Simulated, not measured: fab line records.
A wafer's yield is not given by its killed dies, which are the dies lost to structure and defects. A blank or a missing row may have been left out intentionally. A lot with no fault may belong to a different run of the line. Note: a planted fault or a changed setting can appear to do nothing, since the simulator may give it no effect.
2 desks, one fault ; flow n5_finfet ; what lay behind the numbers comes last; until then each desk has only its own

== AT THE TOOL OWNER'S DESK: rie_diel-06 ==
The tool's own readings at N5_BEOL_M1_ETCH_41 (etches SiCN in CH3F/O2, target depth 31.9 nm, time 57.8 s): means of the sampled wafers that have a number, for each lot that ran on this tool. A lot is out of limits, marked OUT, if its mean lies more than 4 standard deviations from the usual mean; the brackets give that distance.
Columns: A = drypump_motor_current_A at N5_BEOL_M1_ETCH_41, usual 5.5 A; B = oes_product_au at N5_BEOL_M1_ETCH_41, usual 0.76 a.u.; C = rf_vpp_V at N5_BEOL_M1_ETCH_41, usual 297.6 V; D = showerhead_plenum_p_Torr at N5_BEOL_M1_ETCH_41, usual 2.01 Torr; E = throttle_valve_pct at N5_BEOL_M1_ETCH_41, usual 16.46 %
lot;first seen here;A;B;C;D;E
L985;day 9 04:40;5.0;0.78;296.2;1.97;16.61
L990;day 10 14:59;5.1;0.82;297.7;2.04;16.23
L993;day 10 22:55;5.9;0.79;297.4;2.05;16.60
L994;day 11 01:55;5.6;0.81;298.9;2.07;16.45
L995;day 11 06:12;5.6;0.81;298.4;2.07;16.45
This desk found nothing out of limits on any of the 5 lots.

== AT THE METROLOGY DESK ==
Lot by lot, what the gauges showed, no matter which tool ran the lot: averages of those sampled wafers that carry a number. A lot is out of limits, marked OUT, if its mean lies more than 4 standard deviations from the usual mean; the brackets give that distance. 7 of its 10 readings are shown, namely those furthest out on some lot.
Columns: A = DIBL_N at N5_BEOL_M4_RC_MEAS_101, usual 36.0 mV/V; B = DIBL_P at N5_BEOL_M4_RC_MEAS_101, usual 35.9 mV/V; C = IOFF_N at N5_BEOL_M4_RC_MEAS_101, usual 0.16 nA/um; D = IOFF_P at N5_BEOL_M4_RC_MEAS_101, usual 0.21 nA/um; E = ION_P at N5_BEOL_M4_RC_MEAS_101, usual 462 uA/um; F = SS_N at N5_BEOL_M4_RC_MEAS_101, usual 71.5 mV/dec; G = VT_P at N5_BEOL_M4_RC_MEAS_101, usual -251 mV
lot;first seen here;A;B;C;D;E;F;G
L978;day 8 14:11;35.4;35.9;0.15;0.20;466;71.9;-252
L981;day 9 07:51;36.0;36.3;0.16;0.21;468;71.1;-249
L985;day 10 13:14;37.2;38.4;0.20;0.23;461;72.2;-249
L990;day 12 03:56;34.7;35.1;0.14;0.19;466;70.8;-251
L993;day 12 09:04;38.2;38.5;0.18;0.25;472;71.7;-248
L994;day 12 10:17;36.0;34.4;0.17;0.22;469;71.8;-249
L995;day 12 13:01;35.5;36.8;0.14;0.20;466;71.3;-250
This desk found nothing out of limits on any of the 7 lots.

== TAKEN TOGETHER ==
The desk of the tool owner found nothing out of limits.
Nothing out of limits was seen by the metrology desk.

== WHAT THE SIMULATOR HAD PUT IN ==
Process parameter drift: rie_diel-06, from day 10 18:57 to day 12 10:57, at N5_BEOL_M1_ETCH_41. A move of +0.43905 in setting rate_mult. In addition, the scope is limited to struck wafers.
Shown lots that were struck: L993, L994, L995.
